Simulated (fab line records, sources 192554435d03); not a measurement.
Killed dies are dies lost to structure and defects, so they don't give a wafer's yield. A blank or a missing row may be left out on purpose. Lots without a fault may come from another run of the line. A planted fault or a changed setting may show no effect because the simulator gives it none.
fab line records | flow n5_finfet | part 1 of 2: steps 1 to 20 of 27
record lots=5 wafers=15 last_day=20
route steps=1938 shown BEOL_M9@1423
lots that met no fault: from a run of the same line without faults
start_h: hours from the record's first day to the start of the lot's first wafer shown | wait_h: hours since the lot's step before | " the same as in the row above | L1.1+2: a row that stands for several wafers | - no value, or no start given | * or withheld: withheld | < > ~ a bound
route shown NAME@n: a module of which the file shows steps, and the number in the route of the first | usual: mean/standard deviation of fault-free wafers | same: alike in all rows | chamber/n: place in a boat | sites: the reading at each site | _std_site: their standard deviation | _edge_site: outer sites' mean less inner sites' | radius_mm: how far each site lies from the wafer's centre | mask NAME#n: copy n | behind: the tool/chamber that last shaped the wafer | hold: why the lot was held/for how many hours/how that ended | device: the transistor (n, p or np) that didn't switch | end of line: the same wafers' tests at the end of the route | a step without rows: its recipe alone | killed: dies lost to structure and defects at the first sort, not the wafer's yield | map: a wafer's dies, x killed, . not, _ none there
set.NAME: the setting as run; set.NAME@STEP: as run at that earlier step | model.NAME: the simulator's own value behind a step, which no gauge read
lots at some steps of the route; a table a step, a row a wafer
services: from which hour (start_h, from the record's first day; less than 0 if before it) a tool's chamber was out of use, for how many hours, and why
## steps
# step N5_BEOL_M9_STRIP_19
# recipe chemistry=O2 power_w=400 temp_c=40 pressure_mtorr=30 rf_frequency_hz=6e+07 bias_power_w=0 overash_fraction=0.2 o2_flow_sccm=225
# usual drypump_motor_current_A=5.5/0.31 oes_product_au=0.81/0.094 rf_vpp_V=3.7/0.59 showerhead_plenum_p_Torr=2.09/0.079 throttle_valve_pct=16.7/0.3
# columns lot.wafer tool chamber start_h wait_h drypump_motor_current_A oes_product_au rf_hours_counter_h rf_vpp_V showerhead_plenum_p_Torr throttle_valve_pct
L083.1 rie_diel-05 1 305.65 0.2 5.6 0.72 206 3.5 2.08 16.8
L083.2 " 2 " " 5.5 0.98 1 3.5 2.08 16.5
L083.4 " 0 " " 5.3 0.91 56 3.0 2.19 16.4
L090.3 rie_diel-01 3 336.57 0.1 5.5 0.82 91 4.1 2.23 16.9
L090.5 " 2 " " 5.7 0.72 - 4.2 2.08 16.8
L090.6 " 1 " " 5.6 0.90 - 3.0 2.13 16.6
L089.2 rie_diel-01 2 350.78 0.1 5.7 0.72 198 4.3 2.08 16.8
L089.3 " 0 " " 5.2 0.89 43 3.7 2.13 16.2
L089.5 " 0 " " 5.2 0.90 - 4.0 2.13 16.2
L096.2 rie_diel-06 2 393.02 0.1 5.9 0.70 237 3.0 1.98 17.1
L096.4 " 1 " " 5.6 0.81 95 4.1 2.00 16.4
L096.6 " 1 " " 5.7 0.83 - 3.7 2.00 16.4
L095.2 rie_diel-05 0 404.74 0.1 5.3 0.86 78 3.0 2.19 16.4
L095.4 " 1 " " 5.6 0.71 233 3.7 2.07 16.9
L095.5 " 3 " " 5.0 0.68 - 3.7 1.98 17.3
# step N5_BEOL_M9_CD_MEAS_18
# recipe pitch_nm=140 target_cd_nm=70
# usual cd_nm=69.7/0.98
# columns lot.wafer tool chamber start_h wait_h cd_nm
L083.1 cd_sem-02 - 305.72 0.0 69.7
L083.2 " - " " 69.5
L083.4 " - " " 69.5
L090.3 cd_sem-03 - 336.65 0.1 70.1
L090.5 " - " " 70.8
L090.6 " - " " 71.2
L089.2 cd_sem-02 - 350.86 0.1 70.3
L089.3 " - " " 69.8
L089.5 " - " " 70.3
L096.2 cd_sem-03 - 393.09 0.1 69.5
L096.4 " - " " 68.2
L096.6 " - " " 69.7
L095.2 cd_sem-03 - 404.81 0.1 70.5
L095.4 " - " " 70.0
L095.5 " - " " 70.3
# step N5_BEOL_M9_COAT_63
# recipe resist=SOC temp_c=250 time_s=60 spin_rpm=1500 resist_thk_nm=60
# usual chill_plate_temp_C=23.01/0.11
# columns lot.wafer tool chamber start_h wait_h chill_plate_temp_C
L083.1 litho_track-04 0 308.69 3.0 23.27
L083.2 " 0 " " 23.14
L083.4 " 0 " " 23.14
L090.3 litho_track-01 0 338.15 1.5 23.10
L090.5 " 0 " " 23.10
L090.6 " 0 " " 23.06
L089.2 litho_track-02 0 352.74 1.9 22.94
L089.3 " 0 " " 23.00
L089.5 " 0 " " 22.92
L096.2 litho_track-02 0 395.88 2.8 22.99
L096.4 " 0 " " 23.03
L096.6 " 0 " " 22.94
L095.2 litho_track-04 0 407.56 2.7 22.90
L095.4 " 0 " " 23.14
L095.5 " 0 " " 23.03
# step N5_BEOL_M9_COAT_64
# recipe resist=SiARC temp_c=220 time_s=60 spin_rpm=1500 resist_thk_nm=12
# usual chill_plate_temp_C=22.96/0.092
# columns lot.wafer tool chamber start_h wait_h chill_plate_temp_C
L083.1 litho_track-04 0 - - 22.97
L083.2 " 0 " " 23.04
L083.4 " 0 " " 22.97
L090.3 litho_track-01 0 - - 23.00
L090.5 " 0 " " 22.94
L090.6 " 0 " " 22.91
L089.2 litho_track-02 0 - - 22.96
L089.3 " 0 " " 23.04
L089.5 " 0 " " 22.83
L096.2 litho_track-02 0 - - 23.01
L096.4 " 0 " " 22.92
L096.6 " 0 " " 22.83
L095.2 litho_track-04 0 - - 23.29
L095.4 " 0 " " 23.07
L095.5 " 0 " " 23.20
# step N5_BEOL_M9_COAT_75
# recipe resist=underlayer temp_c=205 time_s=60 spin_rpm=1500 resist_thk_nm=5
# usual chill_plate_temp_C=23.01/0.1
# columns lot.wafer tool chamber start_h wait_h chill_plate_temp_C
L083.1 litho_track-04 0 - - 23.07
L083.2 " 0 " " 23.02
L083.4 " 0 " " 23.21
L090.3 litho_track-01 0 - - 23.02
L090.5 " 0 " " 23.03
L090.6 " 0 " " 23.00
L089.2 litho_track-02 0 - - 23.19
L089.3 " 0 " " 23.06
L089.5 " 0 " " 23.07
L096.2 litho_track-02 0 - - 23.15
L096.4 " 0 " " 23.02
L096.6 " 0 " " 22.96
L095.2 litho_track-04 0 - - 23.02
L095.4 " 0 " " 22.99
L095.5 " 0 " " 23.11
# step N5_BEOL_M9_COAT_22
# recipe resist=CAR-EUV spin_rpm=1500 resist_thk_nm=30
# usual chill_plate_temp_C=22.99/0.11
# columns lot.wafer tool chamber start_h wait_h chill_plate_temp_C
L083.1 litho_track-04 0 - - 23.15
L083.2 " 0 " " 23.20
L083.4 " 0 " " 23.02
L090.3 litho_track-01 0 - - 22.86
L090.5 " 0 " " 23.09
L090.6 " 0 " " 22.90
L089.2 litho_track-02 0 - - 22.99
L089.3 " 0 " " 22.99
L089.5 " 0 " " 22.99
L096.2 litho_track-02 0 - - 23.07
L096.4 " 0 " " 23.11
L096.6 " 0 " " 23.03
L095.2 litho_track-04 0 - - 23.03
L095.4 " 0 " " 23.01
L095.5 " 0 " " 22.87
# step N5_BEOL_M9_EBR_24
# recipe solvent=PGMEA ebr_width_mm=1.5
# usual chill_plate_temp_C=23.01/0.1
# same ebr_width_mm=1.5
# columns lot.wafer tool chamber start_h wait_h chill_plate_temp_C
L083.1 litho_track-04 0 - - 23.00
L083.2 " 0 " " 23.01
L083.4 " 0 " " 23.04
L090.3 litho_track-01 0 - - 23.02
L090.5 " 0 " " 23.01
L090.6 " 0 " " 23.26
L089.2 litho_track-02 0 - - 23.07
L089.3 " 0 " " 22.95
L089.5 " 0 " " 23.12
L096.2 litho_track-02 0 - - 23.02
L096.4 " 0 " " 23.20
L096.6 " 0 " " 23.09
L095.2 litho_track-04 0 - - 22.94
L095.4 " 0 " " 23.14
L095.5 " 0 " " 23.36
# step N5_BEOL_M9_SOFTBAKE_23
# recipe temp_c=110 time_s=60 resist=CAR-EUV
# usual chill_plate_temp_C=23.00/0.11
# columns lot.wafer tool chamber start_h wait_h chill_plate_temp_C
L083.1 litho_track-04 0 - - 23.08
L083.2 " 0 " " 23.02
L083.4 " 0 " " 23.14
L090.3 litho_track-01 0 - - 22.94
L090.5 " 0 " " 22.88
L090.6 " 0 " " 22.82
L089.2 litho_track-02 0 - - 22.83
L089.3 " 0 " " 23.05
L089.5 " 0 " " 22.98
L096.2 litho_track-02 0 - - 23.04
L096.4 " 0 " " 23.05
L096.6 " 0 " " 22.87
L095.2 litho_track-04 0 - - 23.00
L095.4 " 0 " " 22.87
L095.5 " 0 " " 22.84
# step N5_BEOL_M9_EXPOSE_25
# recipe mask_id=V8 na=0.33 source_shape=annular sigma_inner=0.4 sigma_outer=0.8 polarization=unpolarized dose_mj=37.25
# usual reticle_temp_C=22.99/0.11
# columns lot.wafer tool chamber start_h wait_h mask reticle_temp_C
L083.1 euv_scanner-01 0 308.83 - V8#0 22.90
L083.2 " 0 " " V8#0 23.10
L083.4 " 0 " " V8#0 23.09
L090.3 euv_scanner-01 0 338.47 - V8#0 23.02
L090.5 " 0 " " V8#0 23.14
L090.6 " 0 " " V8#0 23.01
L089.2 euv_scanner-01 0 352.89 - V8#0 23.07
L089.3 " 0 " " V8#0 23.15
L089.5 " 0 " " V8#0 23.07
L096.2 euv_scanner-01 0 396.22 - V8#0 22.81
L096.4 " 0 " " V8#0 22.96
L096.6 " 0 " " V8#0 23.01
L095.2 euv_scanner-02 0 407.70 - V8#0 23.24
L095.4 " 0 " " V8#0 23.28
L095.5 " 0 " " V8#0 23.10
# step N5_BEOL_M9_PEB_26
# recipe peb_temp_c=100 peb_time_s=60 resist=CAR-EUV
# usual chill_plate_temp_C=22.98/0.093
# columns lot.wafer tool chamber start_h wait_h chill_plate_temp_C
L083.1 litho_track-02 0 308.89 0.1 23.02
L083.2 " 0 " " 22.99
L083.4 " 0 " " 22.99
L090.3 litho_track-01 0 338.52 0.0 22.88
L090.5 " 0 " " 22.97
L090.6 " 0 " " 23.12
L089.2 litho_track-01 0 352.94 0.0 23.04
L089.3 " 0 " " 22.91
L089.5 " 0 " " 23.11
L096.2 litho_track-02 0 396.27 0.0 23.25
L096.4 " 0 " " 23.15
L096.6 " 0 " " 22.98
L095.2 litho_track-02 0 407.75 0.0 22.92
L095.4 " 0 " " 22.92
L095.5 " 0 " " 22.96
# step N5_BEOL_M9_DEVELOP_27
# recipe develop_time_s=30 developer=TMAH resist=CAR-EUV rinse_liquid=surfactant_rinse dry=air_spin dev_temp_c=23
# usual chill_plate_temp_C=22.97/0.11
# same develop_time_s=30
# columns lot.wafer tool chamber start_h wait_h chill_plate_temp_C
L083.1 litho_track-02 0 - - 23.10
L083.2 " 0 " " 23.01
L083.4 " 0 " " 22.84
L090.3 litho_track-01 0 - - 22.88
L090.5 " 0 " " 22.82
L090.6 " 0 " " 22.94
L089.2 litho_track-01 0 - - 22.93
L089.3 " 0 " " 22.96
L089.5 " 0 " " 22.98
L096.2 litho_track-02 0 - - 22.91
L096.4 " 0 " " 22.81
L096.6 " 0 " " 22.79
L095.2 litho_track-02 0 - - 22.79
L095.4 " 0 " " 23.03
L095.5 " 0 " " 23.17
# step N5_BEOL_M9_CD_MEAS_28
# recipe target_cd_nm=70 landing_energy_ev=500 detector=se_inlens polarity=opening
# usual cd_nm=70.03/0.26
# columns lot.wafer tool chamber start_h wait_h cd_nm
L083.1 cd_sem-02 0 308.96 - 69.91
L083.2 " 0 " " 70.40
L083.4 " 0 " " 70.27
L090.3 cd_sem-02 0 338.59 - 70.25
L090.5 " 0 " " 70.30
L090.6 " 0 " " 70.30
L089.2 cd_sem-01 0 353.01 - 69.84
L089.3 " 0 " " 70.12
L089.5 " 0 " " 69.70
L096.2 cd_sem-01 0 396.35 - 70.08
L096.4 " 0 " " 70.13
L096.6 " 0 " " 70.40
L095.2 cd_sem-02 0 407.82 - 70.35
L095.4 " 0 " " 69.76
L095.5 " 0 " " 70.29
# step N5_BEOL_M9_OVL_MEAS_29
# recipe points_per_wafer=522
# usual V8_OVL=0.1/0.64
# columns lot.wafer tool chamber start_h wait_h V8_OVL[nm]
L083.1 overlay-01 0 308.99 0.0 0.7
L083.2 " 0 " " -0.8
L083.4 " 0 " " -0.4
L090.3 overlay-02 0 338.63 0.0 -0.3
L090.5 " 0 " " -0.8
L090.6 " 0 " " 0.2
L089.2 overlay-02 0 353.05 0.0 0.0
L089.3 " 0 " " 0.0
L089.5 " 0 " " 0.1
L096.2 overlay-01 0 396.38 0.0 0.7
L096.4 " 0 " " 0.6
L096.6 " 0 " " 0.6
L095.2 overlay-02 0 407.86 0.0 -0.2
L095.4 " 0 " " 0.6
L095.5 " 0 " " 0.2
# step N5_BEOL_M9_INSPECT_30
# recipe mode=adi inspect_instrument=brightfield
# usual raw_defect_count=413/92
# columns lot.wafer tool chamber start_h wait_h raw_defect_count
L083.1 defect_inspect-02 - 309.05 0.1 482
L083.2 " - " " 364
L083.4 " - " " 470
L090.3 defect_inspect-02 - 338.68 0.0 388
L090.5 " - " " 440
L090.6 " - " " 541
L089.2 defect_inspect-02 - 353.10 0.0 383
L089.3 " - " " 364
L089.5 " - " " 327
L096.2 defect_inspect-02 - 396.43 0.0 416
L096.4 " - " " 348
L096.6 " - " " 389
L095.2 defect_inspect-02 - 407.91 0.0 403
L095.4 " - " " 415
L095.5 " - " " 411
# step N5_BEOL_M9_DESCUM_33
# recipe chemistry=O2 time_s=7 source_power_w=50 bias_power_w=20 pressure_mtorr=20 rf_frequency_hz=2.712e+07 temp_c=40 resist=CAR-EUV o2_flow_sccm=225
# usual drypump_motor_current_A=5.5/0.33 oes_product_au=0.80/0.095 rf_vpp_V=243.0/1.5 showerhead_plenum_p_Torr=2.08/0.08 throttle_valve_pct=20.4/0.32
# columns lot.wafer tool chamber start_h wait_h drypump_motor_current_A oes_product_au rf_hours_counter_h rf_vpp_V showerhead_plenum_p_Torr throttle_valve_pct
L083.1 rie_diel-01 1 309.08 0.0 5.5 0.92 18 243.3 2.13 20.3
L083.2 " 2 " " 5.7 0.73 185 244.1 2.08 20.6
L083.4 " 3 " " 5.5 0.84 82 244.5 2.23 20.7
L090.3 rie_diel-05 1 339.06 0.4 5.6 0.71 216 243.5 2.07 20.6
L090.5 " 0 " " 5.3 0.88 - 245.1 2.19 20.1
L090.6 " 1 " " 5.7 0.71 - 242.0 2.07 20.6
L089.2 rie_diel-01 3 353.16 0.1 5.5 0.81 95 244.0 2.22 20.7
L089.3 " 0 " " 5.1 0.88 44 243.8 2.13 20.0
L089.5 " 3 " " 5.6 0.82 - 244.3 2.22 20.7
L096.2 rie_diel-05 2 396.47 0.0 5.5 0.89 26 242.1 2.07 20.3
L096.4 " 1 " " 5.6 0.70 232 242.7 2.07 20.6
L096.6 " 1 " " 5.6 0.70 - 242.8 2.07 20.6
L095.2 rie_diel-06 3 408.23 0.3 6.4 0.71 241 241.3 1.97 20.1
L095.4 " 1 " " 5.7 0.82 98 242.6 1.99 20.1
L095.5 " 1 " " 5.7 0.82 - 243.0 1.99 20.1
# step N5_BEOL_M9_ETCH_76
# recipe chemistry=N2/H2 target=underlayer target_depth_a=65 mask_material=CAR-EUV time_s=5.2 ion_energy_ev=200 pressure_mtorr=30 source_w=840 bias_w=150 n2_flow_sccm=200 h2_flow_sccm=200 ends=cleared
# usual drypump_motor_current_A=5.5/0.33 etch_rf_on_time_s=5.25/0.22 oes_product_au=0.68/0.078 rf_vpp_V=523.5/2.9 showerhead_plenum_p_Torr=2.53/0.1 throttle_valve_pct=17.9/0.39
# columns lot.wafer tool chamber start_h wait_h drypump_motor_current_A etch_rf_on_time_s oes_product_au rf_hours_counter_h rf_vpp_V showerhead_plenum_p_Torr throttle_valve_pct
L083.1 rie_diel-01 1 309.12 0.0 5.6 5.39 0.77 18 525.9 2.58 17.6
L083.2 " 2 " " 5.7 5.08 0.64 185 519.2 2.55 18.1
L083.4 " 3 " " 5.6 5.33 0.70 82 526.9 2.72 18.3
L090.3 rie_diel-05 1 339.09 0.0 5.7 5.40 0.59 216 520.1 2.50 17.8
L090.5 " 0 " " 5.4 4.76 0.78 - 527.3 2.69 17.7
L090.6 " 1 " " 5.6 5.37 0.60 - 521.4 2.50 17.8
L089.2 rie_diel-01 3 353.19 0.0 5.6 5.39 0.67 95 526.3 2.71 18.3
L089.3 " 0 " " 5.2 5.46 0.74 44 522.6 2.56 17.3
L089.5 " 3 " " 5.6 5.37 0.67 - 528.4 2.71 18.3
L096.2 rie_diel-05 2 396.50 0.0 5.6 4.97 0.78 26 521.0 2.48 17.5
L096.4 " 1 " " 5.6 5.36 0.59 232 523.8 2.50 17.8
L096.6 " 1 " " 5.6 5.36 0.59 - 521.8 2.50 17.9
L095.2 rie_diel-06 3 408.26 0.0 6.4 5.03 0.61 241 520.8 2.38 17.5
L095.4 " 1 " " 5.6 5.47 0.68 98 521.6 2.46 17.8
L095.5 " 1 " " 5.6 5.43 0.69 - 521.5 2.46 17.8
# step N5_BEOL_M9_ETCH_65
# recipe chemistry=CF4 target=SiARC target_depth_a=156 mask_material=CAR-EUV time_s=26 ion_energy_ev=80 pressure_mtorr=40 source_w=545 bias_w=36 Ar_flow_sccm=100 cf4_flow_sccm=100 ends=cleared
# usual drypump_motor_current_A=5.5/0.33 etch_rf_on_time_s=26.3/1.2 oes_product_au=0.68/0.075 rf_vpp_V=183.8/1.3 showerhead_plenum_p_Torr=2.14/0.076 throttle_valve_pct=15.66/0.3
# columns lot.wafer tool chamber start_h wait_h drypump_motor_current_A etch_rf_on_time_s oes_product_au rf_hours_counter_h rf_vpp_V showerhead_plenum_p_Torr throttle_valve_pct
L083.1 rie_diel-01 1 309.13 0.0 5.5 27.5 0.75 18 186.0 2.18 15.45
L083.2 " 2 " " 5.7 25.9 0.63 185 182.8 2.15 15.84
L083.4 " 3 " " 5.6 26.8 0.69 82 185.7 2.25 15.69
L090.3 rie_diel-05 1 339.11 0.0 5.6 26.9 0.60 216 182.7 2.12 15.81
L090.5 " 0 " " 5.3 23.7 0.78 - 184.9 2.27 15.51
L090.6 " 1 " " 5.6 26.7 0.61 - 183.1 2.12 15.82
L089.2 rie_diel-01 3 353.21 0.0 5.5 27.0 0.67 95 186.9 2.25 15.69
L089.3 " 0 " " 5.2 27.7 0.73 44 184.9 2.19 15.20
L089.5 " 3 " " 5.6 27.3 0.67 - 186.3 2.25 15.70
L096.2 rie_diel-05 2 396.52 0.0 5.5 25.0 0.78 26 183.1 2.11 15.39
L096.4 " 1 " " 5.6 26.9 0.59 232 184.3 2.11 15.87
L096.6 " 1 " " 5.6 26.8 0.60 - 183.5 2.11 15.86
L095.2 rie_diel-06 3 408.28 0.0 6.4 25.2 0.62 241 180.7 2.02 15.42
L095.4 " 1 " " 5.6 26.7 0.69 98 183.4 2.08 15.49
L095.5 " 1 " " 5.6 27.2 0.68 - 183.7 2.08 15.50
# step N5_BEOL_M9_ETCH_66
# recipe chemistry=N2/H2 target=SOC target_depth_a=800 overetch_a=160 mask_material=SiARC temp_c=40 time_s=120 ion_energy_ev=200 pressure_mtorr=30 source_w=840 bias_w=150 n2_flow_sccm=200 h2_flow_sccm=200
# usual drypump_motor_current_A=5.5/0.33 oes_product_au=0.61/0.067 rf_vpp_V=523.6/2.8 showerhead_plenum_p_Torr=2.53/0.1 throttle_valve_pct=17.8/0.39
# columns lot.wafer tool chamber start_h wait_h drypump_motor_current_A oes_product_au rf_hours_counter_h rf_vpp_V showerhead_plenum_p_Torr throttle_valve_pct
L083.1 rie_diel-01 1 309.16 0.0 5.6 0.71 18 524.9 2.58 17.5
L083.2 " 2 " " 5.7 0.57 185 523.3 2.55 18.0
L083.4 " 3 " " 5.6 0.63 82 527.4 2.72 18.2
L090.3 rie_diel-05 1 339.14 0.0 5.6 0.55 216 523.9 2.50 17.8
L090.5 " 0 " " 5.4 0.67 - 527.6 2.69 17.7
L090.6 " 1 " " 5.6 0.55 - 522.8 2.50 17.8
L089.2 rie_diel-01 3 353.24 0.0 5.6 0.62 95 527.1 2.71 18.3
L089.3 " 0 " " 5.2 0.67 44 524.1 2.56 17.2
L089.5 " 3 " " 5.6 0.63 - 526.3 2.71 18.2
L096.2 rie_diel-05 2 396.55 0.0 5.5 0.68 26 523.3 2.48 17.5
L096.4 " 1 " " 5.7 0.54 232 522.5 2.50 17.8
L096.6 " 1 " " 5.6 0.54 - 522.1 2.50 17.8
L095.2 rie_diel-06 3 408.30 0.0 6.4 0.54 241 519.9 2.38 17.4
L095.4 " 1 " " 5.6 0.62 98 522.8 2.46 17.8
L095.5 " 1 " " 5.6 0.63 - 521.8 2.46 17.8
# step N5_BEOL_M9_STRIP_69
# recipe chemistry=N2/H2 temp_c=40 n2_flow_sccm=200 h2_flow_sccm=200 rf_frequency_hz=6e+07
# columns lot.wafer tool chamber start_h wait_h
L083.1+2+4 rie_diel-01 1,2,3 309.24 0.0
L090.3+5+6 rie_diel-05 1,0,1 339.22 0.0
L089.2+3+5 rie_diel-01 3,0,3 353.32 0.0
L096.2+4+6 rie_diel-05 2,1,1 396.63 0.0
L095.2+4+5 rie_diel-06 3,1,1 408.39 0.0
# step N5_BEOL_M9_STRIP_77
# recipe chemistry=N2/H2 temp_c=40 n2_flow_sccm=200 h2_flow_sccm=200 rf_frequency_hz=6e+07
# columns lot.wafer tool chamber start_h wait_h
L083.1+2+4 rie_diel-01 1,2,3 309.25 0.0
L090.3+5+6 rie_diel-05 1,0,1 339.23 0.0
L089.2+3+5 rie_diel-01 3,0,3 353.33 0.0
L096.2+4+6 rie_diel-05 2,1,1 396.64 0.0
L095.2+4+5 rie_diel-06 3,1,1 408.40 0.0
